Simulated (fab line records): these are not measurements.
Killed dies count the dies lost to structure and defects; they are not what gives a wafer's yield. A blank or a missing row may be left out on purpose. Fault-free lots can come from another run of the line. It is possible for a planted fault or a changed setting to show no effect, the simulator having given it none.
Split-lot experiment ; flow n5_finfet ; 39 wafers read from 7 lots, route of 1938 steps

== ON THE SPLIT ==
At N5_HKMG_FIN_EXPOSE_46 (exposes mask NDIPOLE), the setting dose_mj was moved away from the recipe's 40 on 15 of the 39 wafers read, by -3.7% to +5.3%. This setting was run at the recipe's value on the other wafers.

== FROM THE SPLIT TO THE READING: what the file shows between them, 2 steps ==
- N5_HKMG_FIN_PEB_47: peb time 60 s
- N5_HKMG_FIN_DEVELOP_48: develop time 30 s

== THE READING ==
At N5_HKMG_FIN_CD_MEAS_49: cd_nm in nanometres, against a target cd of 202 nm. A value of 202.4 nm with a standard deviation of 0.61 nm is what fault-free wafers of this fab line usually give.

wafer;tool, chamber at the split;dose_mj as run;against the recipe;cd_nm, nm;against lot-mates on the recipe
L074.1;arfi_scanner-02, 0;40;recipe;202.6;-
L074.2;arfi_scanner-02, 0;40;recipe;202.1;-
L074.3;arfi_scanner-02, 0;40;recipe;202.5;-
L074.4;arfi_scanner-02, 0;40;recipe;201.7;-
L074.5;arfi_scanner-02, 0;40;recipe;202.3;-
L074.6;arfi_scanner-02, 0;40;recipe;201.4;-
L075.1;arfi_scanner-01, 0;38.53;-3.7%;200.1;-2.0
L075.2;arfi_scanner-01, 0;38.53;-3.7%;200.1;-2.0
L075.3;arfi_scanner-01, 0;40;recipe;202.3;-
L075.4;arfi_scanner-01, 0;38.53;-3.7%;200.5;-1.6
L075.5;arfi_scanner-01, 0;40;recipe;201.9;-
L075.6;arfi_scanner-01, 0;40;recipe;202.2;-
L083.1;arfi_scanner-02, 0;40;recipe;202.3;-
L083.2;arfi_scanner-02, 0;40;recipe;202.0;-
L083.3;arfi_scanner-02, 0;41.97;+4.9%;205.3;+3.2
L083.4;arfi_scanner-02, 0;41.97;+4.9%;204.6;+2.5
L083.5;arfi_scanner-02, 0;40;recipe;201.9;-
L083.6;arfi_scanner-02, 0;41.97;+4.9%;204.9;+2.8
L084.1;arfi_scanner-03, 0;40;recipe;202.1;-
L084.2;arfi_scanner-03, 0;40;recipe;201.8;-
L084.5;arfi_scanner-03, 0;40;recipe;201.6;-
L085.1;arfi_scanner-03, 0;40;recipe;201.6;-
L085.2;arfi_scanner-03, 0;41.24;+3.1%;203.2;+1.5
L085.3;arfi_scanner-03, 0;40;recipe;201.6;-
L085.4;arfi_scanner-03, 0;40;recipe;202.0;-
L085.5;arfi_scanner-03, 0;41.24;+3.1%;203.2;+1.5
L085.6;arfi_scanner-03, 0;41.24;+3.1%;204.0;+2.3
L089.1;arfi_scanner-02, 0;40;recipe;203.5;-
L089.2;arfi_scanner-02, 0;40;recipe;203.0;-
L089.3;arfi_scanner-02, 0;42.12;+5.3%;205.1;+1.8
L089.4;arfi_scanner-02, 0;40;recipe;203.5;-
L089.5;arfi_scanner-02, 0;42.12;+5.3%;205.9;+2.6
L089.6;arfi_scanner-02, 0;42.12;+5.3%;205.8;+2.5
L091.1;arfi_scanner-03, 0;40;recipe;201.5;-
L091.2;arfi_scanner-03, 0;41.18;+3.0%;203.7;+1.6
L091.3;arfi_scanner-03, 0;41.18;+3.0%;203.6;+1.5
L091.4;arfi_scanner-03, 0;40;recipe;202.4;-
L091.5;arfi_scanner-03, 0;40;recipe;202.5;-
L091.6;arfi_scanner-03, 0;41.18;+3.0%;204.2;+2.1

THE FIT
A straight line over all 39 wafers: cd_nm changes by +0.567 nm for each +1% of dose_mj; r = +0.94; the points scatter about the line by 0.52 nm.
The same after taking each lot's own level away (the mean of its wafers on the recipe; 39 wafers): +0.515 nm for each +1%; r = +0.96; scatter 0.36 nm.
Per that fit: largest dose_mj move, reading shift of 2.7 nm.
The span of the lots' own levels, 201.73 to 203.33 nm, comes to 2.6 times the standard deviation stated above.
Hence the slope depends on the lot-to-lot level, as the two fits are not the same.
Check: with one of the wafers moved furthest among these (+5.3%) left out of the fit, the line predicts +2.87 nm for it against its lot-mates. It came out at +1.77 nm against them.

== OTHER SPLITS ON THESE WAFERS ==
These wafers also went through other splits before the reading. Each is held against what the fit with the lots' levels taken away leaves over:
other split on the same wafers;wafers away from the commonest value;r with cd_nm (lot level and that fit taken away)
N5_FIN_CUT_CUT_ETCH_26 source_w;12;-0.30
N5_DUMMY_GATE_ETCH_37 source_w;18;+0.06

== THE FILE'S OWN FIT ==
cd_nm changes by +0.519 nm for each +1% of dose_mj, r = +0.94.
